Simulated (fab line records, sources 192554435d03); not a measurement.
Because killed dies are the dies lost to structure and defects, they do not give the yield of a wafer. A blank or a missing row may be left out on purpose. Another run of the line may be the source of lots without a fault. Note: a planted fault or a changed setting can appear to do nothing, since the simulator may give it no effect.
Matching of chambers    flow n5_finfet    4 sister chambers for N5_BEOL_M0_SAQP_ETCH_106 on rie_diel-02
The step etches SOC in N2/H2, stops on SiNx, target depth 150 nm. 14 wafers are shown with their chamber, then 7 later ones without.

== WAFERS WITH THEIR CHAMBER ==
wafer   chamber  showerhead_plenum_p_Torr (Torr)  throttle_valve_pct (%)  drypump_motor_current_A (A)
L076.1  0        2.44                             17.89                   5.28
L076.2  1        2.63                             17.84                   5.87
L076.5  1        2.63                             17.84                   5.84
L077.1  3        2.50                             18.17                   5.49
L077.3  2        2.63                             18.03                   5.71
L077.6  0        2.44                             17.88                   5.30
L080.1  2        2.63                             18.03                   5.69
L080.4  3        2.50                             18.18                   5.51
L080.5  1        2.63                             17.85                   5.84
L079.1  2        2.63                             18.03                   5.70
L079.3  0        2.44                             17.89                   5.29
L079.5  1        2.63                             17.83                   5.79
L083.3  2        2.62                             18.05                   5.70
L083.5  3        2.49                             18.18                   5.50

SIGNATURES (means of the wafers above)
reading                   chamber 0  chamber 1  chamber 2  chamber 3  scatter within a chamber
showerhead_plenum_p_Torr  2.4400     2.6300     2.6275     2.4967     0.00376
throttle_valve_pct        17.8867    17.8400    18.0350    18.1767    0.00796
drypump_motor_current_A   5.2900     5.8350     5.7000     5.5000     0.0197
Rule: distance of a wafer from a chamber = root of the sum over the readings of ((wafer's reading minus chamber's mean) / reading's scatter) squared. If the next closest chamber is less than 2 further off than the closest, the wafer can't be placed; otherwise it belongs to the closest. The scatter: take each reading less its chamber's mean, square it, sum over the shown wafers, divide by the number of wafers less the number of chambers, and take the root.

== WAFERS MISSING THEIR CHAMBER ==
wafer   showerhead_plenum_p_Torr (Torr)  throttle_valve_pct (%)  drypump_motor_current_A (A)
L083.6  2.62                             18.05                   5.71
L090.1  2.49                             17.77                   5.49
L090.2  2.43                             17.89                   5.31
L090.6  2.62                             17.89                   5.86
L097.2  2.43                             17.94                   5.30
L097.3  2.49                             17.80                   5.53
L097.6  2.62                             17.60                   5.67

== THE CHAMBER EACH PASSED THROUGH ==
wafer    from the rows above   in truth
L083.6   2                     2
L090.1   0                     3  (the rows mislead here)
L090.2   0                     0
L090.6   1                     1
L097.2   0                     0
L097.3   0                     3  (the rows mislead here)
L097.6   1                     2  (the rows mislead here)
4 of 7 placed correctly. Number that these rows cannot place: 0. 3 placed wrongly.
